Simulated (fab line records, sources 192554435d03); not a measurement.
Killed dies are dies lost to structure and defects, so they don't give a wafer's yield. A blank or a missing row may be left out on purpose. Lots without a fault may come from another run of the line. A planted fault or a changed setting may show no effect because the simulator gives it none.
Split-lot experiment | flow n5_finfet | 7 lots, 21 wafers read, on a route of 1938 steps

THE SPLIT
At N5_BEOL_M11_ETCH_62 (etches SOC in N2/H2, target depth 110 nm, overetch 22 nm, time 165 s), the setting bias_w was moved away from the recipe's 150 W on 7 of the 21 wafers read, by -14.1% to +8.9%. The other wafers ran this setting at the recipe's value.

The reading is taken at the split's own step.

THE READING
rf_vpp_V, in V, at N5_BEOL_M11_ETCH_62 (etches SOC in N2/H2, target depth 110 nm, overetch 22 nm, time 165 s). Fault-free wafers of this fab line usually give 524.2 V, standard deviation 2.2 V.

wafer  | tool, chamber at the split | bias_w as run, W | against the recipe | rf_vpp_V, V | against lot-mates on the recipe
L074.1 | rie_diel-05, 2             | 150              | recipe             | 525.8       | -
L074.3 | rie_diel-05, 3             | 150              | recipe             | 523.3       | -
L074.6 | rie_diel-05, 1             | 163.4            | +8.9%              | 552.4       | +27.9
L080.1 | rie_diel-05, 3             | 159.6            | +6.4%              | 545.1       | +20.7
L080.2 | rie_diel-05, 2             | 159.6            | +6.4%              | 543.2       | +18.8
L080.6 | rie_diel-05, 2             | 150              | recipe             | 524.4       | -
L087.2 | rie_diel-04, 1             | 138.2            | -7.9%              | 498.0       | -28.2
L087.4 | rie_diel-04, 0             | 150              | recipe             | 523.1       | -
L087.5 | rie_diel-04, 2             | 150              | recipe             | 529.3       | -
L090.1 | rie_diel-04, 3             | 150              | recipe             | 522.8       | -
L090.3 | rie_diel-04, 0             | 150              | recipe             | 522.7       | -
L090.6 | rie_diel-04, 0             | 150              | recipe             | 521.8       | -
L088.2 | rie_diel-05, 3             | 159.9            | +6.6%              | 544.4       | +19.5
L088.5 | rie_diel-05, 1             | 159.9            | +6.6%              | 544.5       | +19.6
L088.6 | rie_diel-05, 2             | 150              | recipe             | 524.9       | -
L095.3 | rie_diel-04, 3             | 150              | recipe             | 523.4       | -
L095.4 | rie_diel-04, 1             | 150              | recipe             | 523.4       | -
L095.6 | rie_diel-04, 3             | 150              | recipe             | 521.8       | -
L093.1 | rie_diel-04, 1             | 150              | recipe             | 523.2       | -
L093.4 | rie_diel-04, 2             | 128.8            | -14.1%             | 479.4       | -46.7
L093.6 | rie_diel-04, 2             | 150              | recipe             | 529.0       | -

THE FIT
A straight line over all 21 wafers: rf_vpp_V changes by +3.17 V for each +1% of bias_w; r = +0.99; the points scatter about the line by 2 V.
The same after taking each lot's own level away (the mean of its wafers on the recipe; 21 wafers): +3.23 V for each +1%; r = +0.99; scatter 1.7 V.
On that fit, the largest move of bias_w shifts the reading by 46 V.
The lots' own levels span 522.43 to 526.20 V, that is 1.7 times the standard deviation above.
So the lot-to-lot level changes the slope little: the two slopes agree.
Check: with one of the wafers moved furthest among these (-14.1%) left out of the fit, the line predicts -45.6 V for it against its lot-mates. It came out at -46.7 V against them.
Tool readings at the split's step, against how far the setting was moved: rf_vpp_V r = +0.99.

OTHER SPLITS ON THESE WAFERS
These wafers also went through other splits before the reading. Each is held against what the fit with the lots' levels taken away leaves over:
other split on the same wafers   | wafers away from the commonest value | r with rf_vpp_V (lot level and that fit taken away)
N5_BEOL_M7_DESCUM_33 time_s      | 6                                    | -0.07
N5_BEOL_M7_TRENCH_ETCH_37 bias_w | 7                                    | +0.27
N5_BEOL_M8_EXPOSE_25 dose_mj     | 4                                    | -0.17
N5_BEOL_M9_TRENCH_ETCH_37 bias_w | 3                                    | -0.46
N5_BEOL_M10_COAT_63 spin_rpm     | 7                                    | -0.01
N5_BEOL_M10_COAT_64 spin_rpm     | 7                                    | -0.33

THE FILE'S OWN FIT
rf_vpp_V changes by +3.25 V for each +1% of bias_w, r = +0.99.
